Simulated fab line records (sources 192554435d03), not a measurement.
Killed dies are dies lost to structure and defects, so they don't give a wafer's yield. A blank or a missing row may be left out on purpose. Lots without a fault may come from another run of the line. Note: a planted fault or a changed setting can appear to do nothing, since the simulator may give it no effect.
fab line records	flow n5Finfet
[record] lots = 9	wafers = 24	lastDay = 18
route steps=1938 shown MOL_CONTACT_COAG@608 BEOL_M4@1111 PASSIVATION@1936
lots untouched by any fault: they come from a run of this same line in which no faults occurred
startH: the number of hours between the record's first day and the start of the first shown wafer of the lot	waitH: how many hours have passed since the lot's step before this one	" identical to the entry in the row above	L1.1+2: a single row standing in for several wafers	- no value, or no start was given	* or withheld: withheld	< > ~ a bound
route shown NAME@n: a module of which the file shows steps, and the number in the route of the first	usual: mean and standard deviation over wafers with no fault	same: alike in all rows	chamber/n: place in a boat	sites: each site's reading	_std_site: standard deviation across them	_edge_site: mean of outer sites minus mean of inner sites	radiusMm: how far each site lies from the wafer's centre	mask NAME#n: copy n	behind: the last tool/chamber to shape the wafer	hold: reason for holding the lot/hours on hold/outcome of the hold	device: which transistor (n, p or np) failed to switch	end of line: tests of these same wafers at the route's end	a step given without rows: its recipe and nothing more	killed: the dies lost at the first sort to structure and to defects; this is not the yield of the wafer	map: dies across one wafer; x = killed, . = not, _ = none there
set.NAME: the setting the step ran with; set.NAME@STEP: the setting that earlier step ran with	model.NAME: the simulator's own value behind a step, which no gauge read
the route's steps for a sample of lots (tables are steps, rows are wafers)
services: a tool's chamber out of use, with start hour (startH, from the record's first day; less than 0 if before it), hours out, and reason
[[steps]]
[step N5_MOL_CONTACT_COAG_ALD_133]
[recipe] material = SiO2	targetThkA = 50	tempC = 100	aldPrecursorFamily = BDEAS	aldCoReactant = O2-plasma	pulseTimeS = 1	coReactantPulseTimeS = 1	purgeTimeS = 2	coReactantPurgeTimeS = 2	aldCycles = 35	pressureTorr = 2
[usual] aldCycles = 35/0	heaterPowerW = 77/7	precursorPulseHeightRel = 1.001/0.021
lot.wafer	tool	chamber	startH	waitH	aldCycles	heaterPowerW	precursorPulseHeightRel
L711.2	aldSin-02	3	102.67	0.1	35	77	0.987
L711.5	"	3	"	"	35	77	0.998
L711.6	"	0	"	"	35	67	0.989
L713.1	aldSin-02	1	114.02	0.1	35	73	1.032
L713.2	"	3	"	"	35	75	0.980
L713.5	"	1	"	"	35	73	0.969
L714.1	aldSin-03	0	119.08	0.1	35	76	0.985
L714.2	"	2	"	"	35	75	1.033
L714.5	"	1	"	"	35	87	1.040
L719.1	aldSin-02	3	146.42	0.1	35	76	1.034
L719.5	"	1	"	"	35	74	1.019
L719.6	"	2	"	"	35	74	0.988
L725.3	aldSin-02	3	184.62	0.1	26	76	1.009
L725.6	"	0	"	"	26	68	1.007
L726.3	aldSin-02	3	194.47	0.1	26	76	1.027
L726.6	"	2	"	"	26	73	0.980
L728.2	aldSin-02	3	206.49	0.2	35	74	0.996
L728.6	"	3	"	"	26	75	0.990
L731.2	aldSin-03	2	219.79	0.1	35	75	1.001
L731.4	"	3	"	"	35	75	1.021
L731.6	"	0	"	"	35	79	0.974
L734.4	aldSin-04	1	241.64	1.1	35	85	0.979
L734.5	"	0	"	"	35	72	1.004
L734.6	"	3	"	"	35	95	1.023
[step N5_MOL_CONTACT_COAG_ETCHBACK_134]
[recipe] chemistry = CHF3	target = SiO2	targetDepthA = 100	timeS = 6.7	ionEnergyEv = 200	pressureMtorr = 30	sourceW = 610	biasW = 170	Ar_flow_sccm = 200	CHF3_flow_sccm = 50
[usual] drypumpMotorCurrentA = 5.9/0.64	oesProductAu = 0.77/0.072	rfVppV = 525/9.4	showerheadPlenumPTorr = 2.40/0.089	throttleValvePct = 18.69/0.2
[same] timeS = 6.7
lot.wafer	tool	chamber	startH	waitH	drypumpMotorCurrentA	oesProductAu	rfHoursCounterH	rfVppV	showerheadPlenumPTorr	throttleValvePct
L711.2	rieDiel-05	1	102.85	0.1	6.5	0.74	176	533	2.36	18.30
L711.5	"	2	"	"	5.6	0.73	-	520	2.49	18.95
L711.6	"	3	"	"	6.2	0.75	-	508	2.27	18.66
L713.1	rieDiel-01	0	114.34	0.2	6.8	0.76	144	534	2.40	18.84
L713.2	"	2	"	"	4.9	0.73	169	519	2.28	18.68
L713.5	"	0	"	"	6.8	0.76	-	536	2.40	18.80
L714.1	rieDiel-05	0	119.39	0.2	5.6	0.69	222	537	2.46	19.05
L714.2	"	1	"	"	6.5	0.74	182	533	2.36	18.33
L714.5	"	3	"	"	6.2	0.73	-	508	2.27	18.66
L719.1	rieDiel-01	2	146.64	0.1	4.9	0.71	181	519	2.27	18.70
L719.5	"	2	"	"	4.9	0.72	-	519	2.28	18.71
L719.6	"	1	"	"	6.2	0.83	-	534	2.51	18.70
L725.3	rieDiel-01	2	185.03	0.3	4.9	0.71	195	518	2.27	18.72
L725.6	"	1	"	"	6.1	0.83	-	533	2.50	18.72
L726.3	rieDiel-02	1	194.65	0.1	6.5	0.90	27	532	2.52	18.28
L726.6	"	1	"	"	6.5	0.90	-	531	2.52	18.31
L728.2	rieDiel-02	2	206.68	0.1	5.7	0.80	97	530	2.39	18.64
L728.6	"	3	"	"	6.0	0.90	-	517	2.53	18.79
L731.2	rieDiel-05	3	219.97	0.1	6.2	0.71	249	507	2.25	18.73
L731.4	"	1	"	"	6.5	0.70	-	532	2.35	18.37
L731.6	"	3	"	"	6.2	0.70	-	508	2.25	18.72
L734.4	rieDiel-02	1	241.82	0.1	6.5	0.88	42	532	2.51	18.34
L734.5	"	3	"	"	5.9	0.88	-	515	2.53	18.81
L734.6	"	0	"	"	6.2	0.70	-	535	2.45	18.48
[step N5_MOL_CONTACT_COAG_VIA_ETCH_117]
[recipe] chemistry = C4F6/O2	targetDepthA = 400	overetchA = 80	maskMaterial = SOC	target = SiO2	biasW = 455	pressureMtorr = 10	timeS = 26	sourceW = 325	Ar_flow_sccm = 300	C4F6_flow_sccm = 10	O2_flow_sccm = 10	ionEnergyEv = 575.3	ends = endPoint
[usual] drypumpMotorCurrentA = 5.9/0.64	oesProductAu = 0.69/0.059	rfVppV = 1591/27	showerheadPlenumPTorr = 2.87/0.11	throttleValvePct = 41.3/0.49
lot.wafer	tool	chamber	startH	waitH	drypumpMotorCurrentA	oesProductAu	rfHoursCounterH	rfVppV	showerheadPlenumPTorr	throttleValvePct
L711.2	rieDiel-05	1	103.01	0.0	6.5	0.65	176	1611	2.81	40.4
L711.5	"	2	"	"	5.6	0.66	-	1575	2.97	41.9
L711.6	"	3	"	"	6.2	0.63	-	1539	2.70	40.9
L713.1	rieDiel-01	0	114.50	0.0	6.8	0.68	144	1618	2.87	41.8
L713.2	"	2	"	"	4.9	0.65	169	1572	2.72	41.3
L713.5	"	0	"	"	6.8	0.69	-	1618	2.87	41.8
L714.1	rieDiel-05	0	119.55	0.0	5.6	0.62	223	1627	2.94	41.5
L714.2	"	1	"	"	6.5	0.65	182	1610	2.81	40.4
L714.5	"	3	"	"	6.2	0.63	-	1540	2.70	40.9
L719.1	rieDiel-01	2	146.80	0.0	4.9	0.65	181	1571	2.71	41.3
L719.5	"	2	"	"	4.9	0.66	-	1570	2.71	41.3
L719.6	"	1	"	"	6.2	0.73	-	1613	2.99	41.5
L725.3	rieDiel-01	2	185.19	0.0	4.9	0.65	195	1570	2.71	41.3
L725.6	"	1	"	"	6.2	0.72	-	1613	2.99	41.5
L726.3	rieDiel-02	1	194.81	0.0	6.5	0.81	27	1608	3.01	40.4
L726.6	"	1	"	"	6.5	0.81	-	1610	3.01	40.4
L728.2	rieDiel-02	2	206.83	0.0	5.7	0.70	97	1604	2.84	41.0
L728.6	"	3	"	"	6.0	0.80	-	1567	3.02	41.6
L731.2	rieDiel-05	3	220.13	0.0	6.2	0.61	249	1537	2.69	40.9
L731.4	"	1	"	"	6.5	0.63	-	1607	2.80	40.4
L731.6	"	3	"	"	6.2	0.62	-	1538	2.69	40.9
L734.4	rieDiel-02	1	241.98	0.0	6.5	0.80	42	1607	3.00	40.4
L734.5	"	3	"	"	6.0	0.78	-	1564	3.02	41.6
L734.6	"	0	"	"	6.3	0.62	-	1614	2.92	40.8
[step N5_MOL_CONTACT_COAG_STRIP_72]
[recipe] chemistry = N2/H2	powerW = 450	tempC = 40	pressureMtorr = 20	rfFrequencyHz = 6e+07	overashFraction = 3	biasPowerW = 7	h2Frac = 0.5	n2FlowSccm = 200	h2FlowSccm = 200
[usual] drypumpMotorCurrentA = 5.9/0.63	oesProductAu = 0.77/0.071	rfVppV = 59.2/2	showerheadPlenumPTorr = 2.56/0.097	throttleValvePct = 23.61/0.29
lot.wafer	tool	chamber	startH	waitH	drypumpMotorCurrentA	oesProductAu	rfHoursCounterH	rfVppV	showerheadPlenumPTorr	throttleValvePct
L711.2	rieDiel-05	1	103.13	0.0	6.5	0.72	176	59.4	2.54	23.21
L711.5	"	2	"	"	5.6	0.74	-	57.9	2.64	23.97
L711.6	"	3	"	"	6.2	0.73	-	60.3	2.40	23.59
L713.1	rieDiel-01	0	114.62	0.0	6.8	0.74	144	59.8	2.53	23.50
L713.2	"	2	"	"	4.9	0.72	169	59.6	2.43	23.79
L713.5	"	0	"	"	6.8	0.78	-	64.8	2.53	23.52
L714.1	rieDiel-05	0	119.67	0.0	5.6	0.69	223	54.2	2.60	23.77
L714.2	"	1	"	"	6.5	0.74	182	61.8	2.54	23.23
L714.5	"	3	"	"	6.2	0.71	-	57.2	2.40	23.57
L719.1	rieDiel-01	2	146.92	0.0	4.9	0.70	181	57.9	2.43	23.80
L719.5	"	2	"	"	4.9	0.73	-	60.2	2.43	23.78
L719.6	"	1	"	"	6.1	0.85	-	62.7	2.68	23.89
L725.3	rieDiel-01	2	185.31	0.0	4.9	0.71	195	56.1	2.42	23.82
L725.6	"	1	"	"	6.2	0.82	-	59.7	2.67	23.92
L726.3	rieDiel-02	1	194.93	0.0	6.5	0.90	27	61.0	2.70	23.29
L726.6	"	1	"	"	6.5	0.92	-	55.0	2.70	23.26
L728.2	rieDiel-02	2	206.96	0.0	5.7	0.80	97	59.4	2.57	24.06
L728.6	"	3	"	"	6.0	0.90	-	59.3	2.68	23.46
L731.2	rieDiel-05	3	220.25	0.0	6.2	0.69	249	59.7	2.39	23.63
L731.4	"	1	"	"	6.5	0.68	-	56.5	2.52	23.27
L731.6	"	3	"	"	6.2	0.68	-	59.0	2.39	23.61
L734.4	rieDiel-02	1	242.10	0.0	6.6	0.88	42	57.3	2.70	23.26
L734.5	"	3	"	"	6.0	0.89	-	62.6	2.68	23.48
L734.6	"	0	"	"	6.2	0.68	-	61.8	2.61	23.33
[step N5_BEOL_M4_RC_MEAS_101]
[usual] DIBL_N = 36.3/1.8	DIBL_P = 36.5/2.1	IOFF_N = 0.16/0.031	IOFF_P = 0.22/0.038	ION_N = 677/12	ION_P = 466/7.8	SS_N = 71.5/0.61	SS_P = 73.2/0.7	VT_N = 249/3	VT_P = -248.9/3
lot.wafer	tool	chamber	startH	waitH	DIBL_N[mV/V]	DIBL_P[mV/V]	IOFF_N[nA/um]	IOFF_P[nA/um]	ION_N[uA/um]	ION_P[uA/um]	SS_N[mV/dec]	SS_P[mV/dec]	VT_N[mV]	VT_P[mV]
L711.2	prober-02	0	187.03	1.1	34.6	35.1	0.14	0.22	676	472	71.2	73.5	251	-245.7
L711.5	"	0	"	"	36.4	37.0	0.17	0.24	682	474	70.5	73.3	246	-246.0
L711.6	"	0	"	"	34.8	34.2	0.13	0.21	662	464	71.4	72.3	252	-249.5
L713.1	prober-02	0	200.24	0.0	38.2	38.6	0.20	0.24	693	464	72.0	73.6	247	-246.9
L713.2	"	0	"	"	36.2	36.3	0.17	0.20	688	462	71.4	72.0	250	-250.2
L713.5	"	0	"	"	39.2	38.9	0.22	0.27	691	466	72.4	73.8	244	-246.2
L714.1	prober-02	0	201.17	0.8	35.9	36.8	0.15	0.20	667	456	72.2	73.3	250	-249.2
L714.2	"	0	"	"	36.7	37.7	0.17	0.22	664	459	72.4	73.4	252	-251.5
L714.5	"	0	"	"	36.4	37.2	0.16	0.20	687	463	71.9	73.5	248	-251.7
L719.1	prober-02	0	226.11	0.0	36.3	36.3	0.14	0.18	665	455	71.3	73.1	252	-255.5
L719.5	"	0	"	"	34.8	34.0	0.12	0.15	664	455	71.0	72.9	256	-258.4
L719.6	"	0	"	"	38.2	39.1	0.18	0.22	693	465	70.9	74.1	249	-252.0
L725.3	prober-02	0	267.36	0.3	35.5	36.1	0.15	0.22	679	474	71.7	73.5	247	-250.4
L725.6	"	0	"	"	39.4	40.5	0.21	0.32	687	479	71.9	73.8	244	-243.2
L726.3	prober-02	0	278.44	0.3	34.8	35.9	0.16	0.21	670	459	70.6	72.9	250	-249.4
L726.6	"	0	"	"	34.1	35.0	0.15	0.20	684	466	71.0	72.6	247	-251.3
L728.2	prober-01	0	281.80	0.2	37.6	36.4	0.19	0.24	674	467	70.9	73.4	247	-246.8
L728.6	"	0	"	"	36.0	35.0	0.16	0.22	685	478	71.8	72.4	248	-248.1
L731.2	prober-02	0	300.58	0.2	33.1	33.0	0.12	0.19	661	466	70.7	71.9	255	-247.7
L731.4	"	0	"	"	34.5	34.4	0.14	0.21	685	470	70.8	73.4	251	-247.6
L731.6	"	0	"	"	35.5	35.7	0.16	0.23	669	469	70.9	72.7	248	-248.0
L734.4	prober-01	0	313.39	0.5	34.1	35.5	0.14	0.20	680	469	71.8	72.6	250	-250.0
L734.5	"	0	"	"	34.1	34.8	0.14	0.19	661	457	71.4	72.4	249	-249.1
L734.6	"	0	"	"	38.3	40.8	0.23	0.31	698	477	71.7	73.5	245	-246.5
[step N5_PASSIVATION_PROBE_49]
[usual] defectLimitedYield = 91.2/1.5	killed_at_M0_to_M3 = 33/9.6	killed_at_M4_up = 14/5.6	killedAtContacts = 14/5.5	killedAtFrontEnd = 40/13	killedAtOther = 4/3	killedDies = 104/17	killedOnRim = 14/4.3	killedOpen = 68/13	killedShort = 33/7.2	sort_bin_5_function = 5.2/0.95	sort_bin_6_memory = 3.3/0.62	sortNPass = 1076/17	sortYieldPct = 91.2/1.5
[same] grossDies = 1180	killedAtBackSide = 0	sort_bin_4_leakage[%] = 0	sort_bin_8_speed[%] = 0
lot.wafer	tool	chamber	startH	waitH	defectLimitedYield[%]	killed_at_M0_to_M3	killed_at_M4_up	killedAtContacts	killedAtFrontEnd	killedAtOther	killedDies	killedOnRim	killedOpen	killedShort	sort_bin_5_function[%]	sort_bin_6_memory[%]	sortNPass	sortYieldPct[%]
L725.3	prober-02	-	386.51	0.1	64.3	17	9	352	40	3	421	67	49	23	3.6	2.5	759	64.3
L725.6	prober-02	-	386.66	0.3	60.3	31	11	382	39	6	469	58	63	32	4.2	3.4	711	60.3
L726.3	prober-01	-	387.30	0.1	62.0	55	9	356	26	2	448	55	69	36	5.9	3.1	732	62.0
L726.6	prober-01	-	387.45	0.3	59.3	33	18	394	27	8	480	62	70	27	5.5	2.4	700	59.3
L728.2	prober-02	-	397.79	0.1	90.8	29	17	8	51	3	108	19	71	36	5.5	3.3	1072	90.8
L728.6	prober-02	-	397.99	0.3	62.6	44	13	338	45	1	441	58	74	32	5.4	3.4	739	62.6
// killed by level:class
L725.3 MOL_CONTACT_COAG:areaAld=339 MOL_CONTACT_COAG:geometricParticle:open=13 HKMG_FIN:areaEtch=10 FIN_SAQP:geometricParticle:open=6 FIN_SAQP:geometricParticle:short=5 STI_FIN_REVEAL:geometricParticle:open=4 BEOL_M3:geometricParticle:short=4 DUMMY_GATE:geometricParticle:open=4
L725.6 MOL_CONTACT_COAG:areaAld=374 FIN_SAQP:geometricParticle:open=11 BEOL_M1:geometricParticle:open=8 STI_FIN_REVEAL:geometricParticle:open=7 MOL_CONTACT_COAG:geometricParticle:open=7 FIN_SAQP:geometricParticle:short=6 BEOL_M2:geometricParticle:open=6 BEOL_M4:geometricParticle:open=6
L726.3 MOL_CONTACT_COAG:areaAld=339 BEOL_M1:geometricParticle:open=14 BEOL_M0_SAQP:geometricParticle:short=11 MOL_CONTACT_COAG:geometricParticle:open=11 BEOL_M3:geometricParticle:open=9 BEOL_M0_SAQP:geometricParticle:open=8 BEOL_M2:geometricParticle:open=7 MOL_CONTACT_COAG:geometricParticle:short=6
L726.6 MOL_CONTACT_COAG:areaAld=383 BEOL_M0_SAQP:geometricParticle:short=9 BEOL_M4:geometricParticle:open=8 MOL_CONTACT_COAG:geometricParticle:open=7 STI_FIN_REVEAL:geometricParticle:open=6 BEOL_M0_SAQP:geometricParticle:open=6 BEOL_M3:geometricParticle:open=6 BEOL_M2:geometricParticle:open=5
L728.2 FIN_SAQP:geometricParticle:open=17 STI_FIN_REVEAL:geometricParticle:open=11 FIN_SAQP:geometricParticle:short=9 BEOL_M0_SAQP:geometricParticle:open=9 MOL_CONTACT_COAG:geometricParticle:open=8 BEOL_M3:geometricParticle:open=6 BEOL_M0_SAQP:geometricParticle:short=6 BEOL_M4:geometricParticle:short=6
L728.6 MOL_CONTACT_COAG:areaAld=329 FIN_SAQP:geometricParticle:open=13 BEOL_M0_SAQP:geometricParticle:short=12 BEOL_M4:geometricParticle:open=10 BEOL_M0_SAQP:geometricParticle:open=9 STI_FIN_REVEAL:geometricParticle:open=7 BEOL_M2:geometricParticle:open=7 MOL_CONTACT_COAG:geometricParticle:open=6
[[services]]
tool	chamber	startH	hours	kind
aldSin-02	-	85.25	14.0	pm
rieDiel-02	1	90.78	3.3	repair
rieDiel-02	1	94.14	-	clean
rieDiel-02	1	94.14	-	consumableReplace:focusRing
rieDiel-02	1	94.14	-	consumableReplace:showerhead
rieDiel-02	1	94.14	24.2	scheduledDown
rieDiel-05	2	107.24	8.5	repair
aldSin-02	-	122.50	0.9	repair
rieDiel-01	3	165.61	6.2	repair
aldSin-03	-	178.89	14.0	pm
aldSin-03	-	197.04	1.2	repair
rieDiel-01	1	200.33	1.6	repair
rieDiel-05	0	203.00	-	clean
rieDiel-05	0	203.00	-	consumableReplace:focusRing
rieDiel-05	0	203.00	22.6	scheduledDown
rieDiel-05	0	203.00	22.6	ventCycle
aldSin-03	-	212.50	1.6	repair
rieDiel-05	3	226.02	-	clean
rieDiel-05	3	226.02	-	consumableReplace:focusRing
rieDiel-05	3	226.02	-	consumableReplace:showerhead
rieDiel-05	3	226.02	24.8	scheduledDown
rieDiel-05	3	226.02	24.8	ventCycle
aldSin-03	-	231.84	14.6	pm
aldSin-04	2	235.80	1.5	repair
[[key]]
[firstSign] step = N5_MOL_CONTACT_COAG_ALD_133	reading = aldCycles	direction = down	sigmas = 99+	usual = *	struck = *
[effect] step = N5_PASSIVATION_PROBE_49	reading = killedAtContacts	direction = up	sigmas = 64	usual = 14	struck = 364
[moreKillsBornAt] N5_MOL_CONTACT_COAG_ALD_133@aldSin-02 = 1764
metAt N5_MOL_CONTACT_COAG_ALD_133
struckLots L725,L726,L728
struckWafers L725.3,L725.6,L726.3,L726.6,L728.6
notActingAt N5_MOL_CONTACT_COAG_ETCHBACK_134,N5_MOL_CONTACT_COAG_VIA_ETCH_117,N5_MOL_CONTACT_COAG_STRIP_72
onsetBetween 146.42 184.62
[fault] kind = processParameterDrift	tool = aldSin-02	chamber = -	onsetH = 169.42	steps = N5_MOL_CONTACT_COAG_ALD_133	channel = aldCycles	offset = *	shape = step	endH = 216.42	scope = struckWafersOnly	actsIn = *	stated = *
